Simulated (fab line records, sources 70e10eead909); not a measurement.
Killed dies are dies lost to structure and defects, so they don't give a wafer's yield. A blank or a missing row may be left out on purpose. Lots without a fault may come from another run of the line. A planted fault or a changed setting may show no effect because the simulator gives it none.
A struck lot beside a sound one | flow nand_harc | 13 steps out of a route of 1302
Sound: wafers L466.1, L466.5, L466.6. Struck: wafers L479.3, L479.5. (L479.1 of the same lot was not struck and is left out.) The cause comes at the end.
At each step with rows: each side's tool, then ch and its chambers, then its first start. Under that, the readings that differ: sound wafers | struck wafers | difference of the means | sigmas: that difference in standard deviations of wafers without a fault.
alike: readings whose means differ by less than 2 such deviations, and words and numbers that are the same on both sides. not compared: withheld readings, readings that some wafer has no value for, bounds like >300 that may hide the same value, and numbers for which the record gives no deviation and whose values overlap.
The two part at a step that has a row with sigmas, a row that says differs or no value, or rows on one side only. Numbers that don't overlap but have no deviation are shown without sigmas and don't part them. A reading that every wafer of one side lacks parts them only if that side has two wafers or more.

first, 1 step without rows for these wafers: NHARC_A_SLIT_SRD_20.
NHARC_A_SLIT_CD_MEAS_21:
  sound on cd_sem-02, day 21 13:10; struck on cd_sem-03, day 26 22:27
  alike: cd_nm
then, 3 steps without rows for these wafers: NHARC_A_SIN_REMOVE_WET_00 (chemistry H3PO4, time 15300 s); NHARC_A_SIN_REMOVE_PRECLEAN_01 (cleans in SC1); NHARC_A_SIN_REMOVE_SRD_02.
NHARC_A_SIN_REMOVE_INSPECT_04:
  sound on defect_inspect-02, day 21 19:46; struck on defect_inspect-01, day 27 05:05
  alike: raw_defect_count
NHARC_A_WL_FILL_ALD_00: deposits Al2O3, target thk 3 nm, pulse time 3 s, ald cycles 30.
  sound on ald_hk-04 ch 0,1,2, day 21 19:55; struck on ald_hk-04 ch 2, day 27 05:09
  alike: heater_power_w, precursor_pulse_height_rel
NHARC_A_WL_FILL_RTA_01: time 5 s.
  sound on rtp_anneal-02 ch 0, day 21 20:06; struck on rtp_anneal-01 ch 0, day 27 05:35
  reading             | sound                | struck        | difference | sigmas
  lamp_power_pct (%)  | 28 28 28             | 37 37         | +9         | +2
  lamp_zone_7_pct (%) | 29 29 29             | 38 38         | +9         | +2
  wafer_temp_C_max    | 1005.4 1006.6 1004.2 | 1002.5 1002.7 | -2.8       | -3
  alike: lamp_zone_1_pct
NHARC_A_WL_FILL_ALD_02: deposits TiN, target thk 2 nm, pulse time 3 s, ald cycles 100.
  sound on ald_metal-01 ch 0,2,3, day 21 20:23; struck on ald_metal-02 ch 1, day 27 05:52
  alike: heater_power_w, precursor_pulse_height_rel
NHARC_A_WL_FILL_CVD_03: deposits W, target thk 40 nm, time 279 s.
  sound on cvd_w-01 ch 0,1, day 21 20:49; struck on cvd_w-01 ch 1, day 27 06:16
  alike: chamber_pressure_Torr, heater_power_w, throttle_valve_pct
NHARC_A_WL_FILL_ETCHBACK_04: etches the open film in NF3, target depth 60 nm, time 120 s.
  sound on rie_metal-03 ch 0,1, day 21 21:10; struck on rie_metal-02 ch 0, day 27 06:38
  reading          | sound             | struck    | difference | sigmas
  run_length_s (s) | 142.2 140.7 141.4 | 89.6 89.8 | -51.7      | -99 or more
  alike: drypump_motor_current_A, oes_product_au
  not compared: rf_hours_counter_h
NHARC_A_WL_FILL_ETCHBACK_05: etches the open film in Cl2/BCl3, target depth 22 nm, time 60 s.
  sound on rie_metal-03 ch 0,1, day 21 21:23; struck on rie_metal-02 ch 0,1, day 27 06:53
  alike: drypump_motor_current_A, oes_product_au, run_length_s
  not compared: rf_hours_counter_h
-- the record jumps here: 4 days lie between the struck wafers' starts before and after (it left off in module A_WL_FILL and takes up again in module END, whose first step shown is number 1302 of the route) --
NHARC_END_SORT_01:
  the record has rows for the struck wafers here (prober-02 ch 0, day 31 15:48) and none for the sound ones

WHERE THEY PART
First at NHARC_A_WL_FILL_RTA_01; last, within this record, at NHARC_END_SORT_01.

WHY: what the simulator had put in
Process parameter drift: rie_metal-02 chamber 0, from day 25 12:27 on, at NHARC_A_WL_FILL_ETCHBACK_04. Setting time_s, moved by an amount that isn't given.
